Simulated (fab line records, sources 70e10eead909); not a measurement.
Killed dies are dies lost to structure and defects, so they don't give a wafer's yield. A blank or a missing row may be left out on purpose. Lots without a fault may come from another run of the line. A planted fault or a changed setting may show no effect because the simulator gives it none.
Which tool did it? | flow nand_harc | 12 lots, 36 wafers sampled, at 5 steps of a route of 1302

WHAT THE GAUGES READ, wafer by wafer
NHARC_A_M0_OVL_MEAS_10: pitch 160 nm. Usual: overlay_x_nm 0.0 nm, standard deviation 0.77; overlay_y_nm -0.1 nm, standard deviation 0.92.
lot  | measured     | on         | overlay_x_nm (nm) | overlay_y_nm (nm) | flag
L887 | day 24 11:14 | overlay-02 | 0.4 0.3 0.7       | 0.2 -0.2 -0.2     |
L889 | day 24 22:12 | overlay-02 | 1.2 0.9 0.9       | 0.1 0.7 1.1       |
L888 | day 25 12:22 | overlay-02 | 1.0 0.5 0.5       | -1.1 -0.6 -1.0    |
L891 | day 25 17:55 | overlay-02 | -0.2 0.0 -0.6     | 0.6 0.7 0.7       |
L894 | day 26 15:02 | overlay-02 | 0.7 0.4 -0.5      | -0.7 -1.3 -0.8    |
L895 | day 27 13:14 | overlay-01 | 0.1 0.3 0.6       | -0.2 -0.7 -1.2    |
L897 | day 27 21:20 | overlay-02 | 0.7 0.3 0.4       | 0.5 0.7 0.5       |
L902 | day 30 02:39 | overlay-02 | 0.0 0.0 -0.5      | 0.5 0.1 -0.1      |
L903 | day 30 18:58 | overlay-02 | 0.8 0.9 1.1       | 0.0 -0.2 0.0      |
L906 | day 31 01:44 | overlay-01 | 0.6 0.7 0.4       | 1.3 1.2 0.5       |
L904 | day 31 02:03 | overlay-01 | -0.7 -0.4 -0.4    | 0.5 1.0 0.2       |
L905 | day 31 07:26 | overlay-02 | -1.7 -1.3 -2.0    | -1.1 -1.2 -0.7    |

NHARC_END_SORT_01. Usual: defect_limited_yield 91.4 %, standard deviation 2.7; killed_at_array 53, standard deviation 18; killed_at_other 1.0, standard deviation 1.2; killed_at_periphery 3.6, standard deviation 2.4; killed_dies 58, standard deviation 18; killed_open 3.4, standard deviation 1.8; killed_short 2.3, standard deviation 1.5; sort_bin_2_pct 3.1 %, standard deviation 1.2; sort_bin_3_pct 0.7 %, standard deviation 0.39; sort_bin_4_pct 4.8 %, standard deviation 1.6; sort_n_pass 619, standard deviation 18; sort_rim_yield_pct 88 %, standard deviation 4.1; sort_yield_pct 91.4 %, standard deviation 2.7.
lot  | measured     | on        | defect_limited_yield (%) | killed_at_array | killed_at_other | killed_at_periphery | killed_dies | killed_open | killed_short | sort_bin_2_pct (%) | sort_bin_3_pct (%) | sort_bin_4_pct (%) | sort_n_pass | sort_rim_yield_pct (%) | sort_yield_pct (%) | flag
L897 | day 29 12:34 | prober-02 | 89.8 89.4 91.3           | 64 66 58        | 4 3 1           | 1 3 0               | 69 72 59    | 3 1 5       | 3 4 2        | 3.1 2.8 3.7        | 1.0 0.6 0.7        | 6.1 7.2 4.3        | 608 605 618 | 84 84 94               | 89.8 89.4 91.3     |

WHICH TOOL RAN EACH LOT (tool, then ch and the chambers of the sampled wafers, then the start)
lot  | NHARC_A_CONTACT_CMP_20        | NHARC_A_M0_SOFTBAKE_04            | NHARC_A_M0_ETCH_15
L887 | cmp-04 ch 2,3, day 24 06:17   | litho_track-06 ch 0, day 24 10:00 | rie_diel-06 ch 0,2, no start
L889 | cmp-02 ch 1,2,3, day 24 17:10 | litho_track-04 ch 0, day 24 21:00 | rie_diel-06 ch 0,1,3, no start
L888 | cmp-01 ch 2,3, day 25 07:17   | litho_track-01 ch 0, day 25 11:00 | rie_diel-06 ch 0,1, no start
L891 | cmp-04 ch 1,3, day 25 12:46   | litho_track-06 ch 0, day 25 17:00 | rie_diel-01 ch 1,3, no start
L894 | cmp-04 ch 0,1, day 26 10:02   | litho_track-04 ch 0, day 26 14:00 | rie_diel-06 ch 1,2, no start
L895 | cmp-01 ch 0,1,2, day 27 08:21 | litho_track-06 ch 0, day 27 12:00 | rie_diel-06 ch 0,1, no start
L897 | cmp-04 ch 0,1,2, day 27 16:25 | litho_track-04 ch 0, day 27 20:00 | rie_diel-06 ch 1,2,3, day 29 12:34 or earlier
L902 | cmp-04 ch 1,2,3, day 29 21:45 | litho_track-01 ch 0, day 30 02:00 | rie_diel-06 ch 2,3, no start
L903 | cmp-02 ch 0,2,3, day 30 13:56 | litho_track-01 ch 0, day 30 18:00 | rie_diel-01 ch 1,2,3, no start
L906 | cmp-02 ch 2,3, day 30 20:50   | litho_track-04 ch 0, day 31 01:00 | rie_diel-10 ch 1,2,3, no start
L904 | cmp-01 ch 1,2,3, day 30 21:00 | litho_track-06 ch 0, day 31 01:00 | rie_diel-06 ch 0,1,2, no start
L905 | cmp-04 ch 1,2, day 31 02:23   | litho_track-01 ch 0, day 31 06:00 | rie_diel-06 ch 0,1,3, no start
- NHARC_A_CONTACT_CMP_20: polishes, t overpolish 30 s, target thk 300 nm.
- NHARC_A_M0_SOFTBAKE_04: time 55 s.
- NHARC_A_M0_ETCH_15: etches the open film in C4F8/Ar, target depth 150 nm, overetch 15 nm, time 82.5 s.

WHAT THE TOOLS THEMSELVES READ (means of the sampled wafers that have a number; where no wafer has one, the mark that the record gives instead)
NHARC_A_CONTACT_CMP_20. Usual: motor_current_A 12.1 A, standard deviation 1.2; overpolish_run_s 29.999 s, standard deviation 0.0096; time_to_endpoint_s 60 s, standard deviation 3.2.
lot  | tool   | motor_current_A (A) | overpolish_run_s (s) | time_to_endpoint_s (s) | flag
L887 | cmp-04 | 12.5                | 29.999               | 60                     |
L889 | cmp-02 | 12.1                | 29.992               | 59                     |
L888 | cmp-01 | 11.3                | 30.005               | 65                     |
L891 | cmp-04 | 12.3                | 30.005               | 61                     |
L894 | cmp-04 | 11.9                | 30.004               | 60                     |
L895 | cmp-01 | 12.6                | 30.002               | 61                     |
L897 | cmp-04 | 11.2                | 29.996               | 61                     |
L902 | cmp-04 | 11.8                | 29.994               | 60                     |
L903 | cmp-02 | 11.5                | 30.006               | 59                     |
L906 | cmp-02 | 12.0                | 30.002               | 56                     |
L904 | cmp-01 | 12.6                | 29.994               | 60                     |
L905 | cmp-04 | 11.8                | 29.994               | 60                     |

NHARC_A_M0_SOFTBAKE_04. Usual: heater_power_total_W 188.45 W, standard deviation 0.16.
lot  | tool           | heater_power_total_W (W) | flag
L887 | litho_track-06 | 188.40                   |
L889 | litho_track-04 | 188.36                   |
L888 | litho_track-01 | 188.30                   |
L891 | litho_track-06 | 188.59                   |
L894 | litho_track-04 | 186.92                   | OFF
L895 | litho_track-06 | 188.50                   |
L897 | litho_track-04 | 186.94                   | OFF
L902 | litho_track-01 | 188.36                   |
L903 | litho_track-01 | 188.39                   |
L906 | litho_track-04 | 188.56                   |
L904 | litho_track-06 | 188.30                   |
L905 | litho_track-01 | 188.46                   |

NHARC_A_M0_ETCH_15. Usual: oes_product_au 0.954 a.u., standard deviation 0.023; rf_vpp_V 440.5 V, standard deviation 2.2.
lot  | tool        | oes_product_au (a.u.) | rf_vpp_V (V) | flag
L887 | rie_diel-06 | 0.969                 | 439.2        |
L889 | rie_diel-06 | 0.973                 | 442.7        |
L888 | rie_diel-06 | 0.971                 | 442.8        |
L891 | rie_diel-01 | 0.947                 | 441.0        |
L894 | rie_diel-06 | 0.903                 | 438.3        |
L895 | rie_diel-06 | 0.972                 | 443.6        |
L897 | rie_diel-06 | 0.971                 | 440.2        |
L902 | rie_diel-06 | 0.960                 | 438.2        |
L903 | rie_diel-01 | 0.936                 | 440.2        |
L906 | rie_diel-10 | 0.930                 | 440.3        |
L904 | rie_diel-06 | 0.949                 | 439.7        |
L905 | rie_diel-06 | 0.969                 | 442.1        |

THE ANSWER, worked out from the rows above alone
Rule: a lot is off if the mean of its wafers that have a number lies more than 3 standard deviations from the usual mean. A lot without any number at a reading at which 4 lots or more have one is off too. The other lots that the step has rows for count as sound. The gauges are gone through in route order, then the tools' own readings, and for those a lot's mean is taken as printed above. The first step at which some lot is off is used, and at that step the reading that is off furthest; a lot without a number counts as furthest.
Off: L894, L897, at NHARC_A_M0_SOFTBAKE_04 (heater_power_total_W).
A tool fits if, at that step or a process step before it, it ran every lot that is off, and no sound lot after the first of them. None of those tried fits.

WHAT THE SIMULATOR HAD PUT IN
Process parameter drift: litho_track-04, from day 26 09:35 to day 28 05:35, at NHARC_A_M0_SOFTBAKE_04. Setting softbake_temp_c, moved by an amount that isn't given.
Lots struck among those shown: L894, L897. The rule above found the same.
